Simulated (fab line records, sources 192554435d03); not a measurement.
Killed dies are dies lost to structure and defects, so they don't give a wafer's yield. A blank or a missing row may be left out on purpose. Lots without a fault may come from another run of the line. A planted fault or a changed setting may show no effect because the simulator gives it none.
Split-lot experiment | flow n5_finfet | 7 lots, 21 wafers read, on a route of 1938 steps

THE SPLIT
At N5_DUMMY_GATE_ETCH_37 (etches SOC in N2/H2, target depth 60 nm, overetch 30 nm), the setting source_w was moved away from the recipe's 840 W on 8 of the 21 wafers read, by -17.9% to +10.5%. The other wafers ran this setting at the recipe's value.

The reading is taken at the split's own step.

THE READING
rf_vpp_V, in V, at N5_DUMMY_GATE_ETCH_37 (etches SOC in N2/H2, target depth 60 nm, overetch 30 nm). Fault-free wafers of this fab line usually give 524.1 V, standard deviation 2.5 V.

wafer  | tool, chamber at the split | source_w as run, W | against the recipe | rf_vpp_V, V | against lot-mates on the recipe
L074.2 | rie_diel-06, 0             | 840                | recipe             | 527.5       | -
L074.3 | rie_diel-06, 1             | 840                | recipe             | 526.9       | -
L074.5 | rie_diel-06, 0             | 840                | recipe             | 526.5       | -
L081.3 | rie_diel-06, 2             | 689.4              | -17.9%             | 557.7       | +35.9
L081.4 | rie_diel-06, 0             | 689.4              | -17.9%             | 561.4       | +39.6
L081.5 | rie_diel-06, 2             | 840                | recipe             | 521.8       | -
L084.1 | rie_diel-01, 1             | 840                | recipe             | 523.8       | -
L084.4 | rie_diel-01, 3             | 927.8              | +10.5%             | 505.6       | -18.2
L084.6 | rie_diel-01, 2             | 927.8              | +10.5%             | 501.8       | -22.0
L088.2 | rie_diel-06, 2             | 713.1              | -15.1%             | 551.3       | +27.3
L088.5 | rie_diel-06, 2             | 840                | recipe             | 521.4       | -
L088.6 | rie_diel-06, 1             | 840                | recipe             | 526.5       | -
L089.2 | rie_diel-06, 2             | 840                | recipe             | 519.5       | -
L089.5 | rie_diel-06, 3             | 840                | recipe             | 522.8       | -
L089.6 | rie_diel-06, 2             | 840                | recipe             | 520.3       | -
L092.1 | rie_diel-03, 3             | 840                | recipe             | 524.7       | -
L092.3 | rie_diel-03, 0             | 840                | recipe             | 523.8       | -
L092.4 | rie_diel-03, 2             | 739.7              | -11.9%             | 550.8       | +26.5
L093.1 | rie_diel-06, 2             | 908.8              | +8.2%              | 508.4       | -17.6
L093.5 | rie_diel-06, 1             | 840                | recipe             | 526.0       | -
L093.6 | rie_diel-06, 0             | 908.8              | +8.2%              | 512.2       | -13.8

THE FIT
A straight line over all 21 wafers: rf_vpp_V changes by -1.94 V for each +1% of source_w; r = -0.99; the points scatter about the line by 2.6 V.
The same after taking each lot's own level away (the mean of its wafers on the recipe; 21 wafers): -2.02 V for each +1%; r = -0.99; scatter 1.8 V.
On that fit, the largest move of source_w shifts the reading by 36 V.
The lots' own levels span 520.87 to 526.97 V, that is 2.4 times the standard deviation above.
So the lot-to-lot level changes the slope little: the two slopes agree.
Check: with one of the wafers moved furthest among these (-17.9%) left out of the fit, the line predicts +36.6 V for it against its lot-mates. It came out at +35.9 V against them.
Tool readings at the split's step, against how far the setting was moved: rf_vpp_V r = -0.99.

OTHER SPLITS ON THESE WAFERS
These wafers also went through other splits before the reading. Each is held against what the fit with the lots' levels taken away leaves over:
other split on the same wafers  | wafers away from the commonest value | r with rf_vpp_V (lot level and that fit taken away)
N5_ZERO_LAYER_PECVD_02 time_s   | 7                                    | +0.36
N5_ZERO_LAYER_COAT_05 spin_rpm  | 6                                    | -0.13
N5_WELL_APT_PEB_23 peb_time_s   | 5                                    | +0.02
N5_WELL_APT_DESCUM_30 time_s    | 8                                    | -0.24
N5_FIN_SAQP_HM_DEP_03 time_s    | 6                                    | +0.00
N5_FIN_SAQP_PECVD_48 time_s     | 8                                    | -0.05
N5_FIN_CUT_CUT_ETCH_26 source_w | 10                                   | +0.15

THE WHOLE CHAIN: every reading that the file lists as answering this split, in the file's order
step                  | what it does                                            | reading                                                                             | change (the file's fit)                | r (the file's)
N5_DUMMY_GATE_ETCH_37 | etches SOC in N2/H2, target depth 60 nm, overetch 30 nm | rf_vpp_V                                                                            | -2.01 V for each +1% of the setting    | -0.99
N5_DUMMY_GATE_ETCH_37 | etches SOC in N2/H2, target depth 60 nm, overetch 30 nm | SiARC_of_DUMMY_GATE_COAT_35.thk_nm (the simulator's own value, which no gauge read) | -0.0334 nm for each +1% of the setting | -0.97

THE FILE'S OWN FIT
rf_vpp_V changes by -2.01 V for each +1% of source_w, r = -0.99.
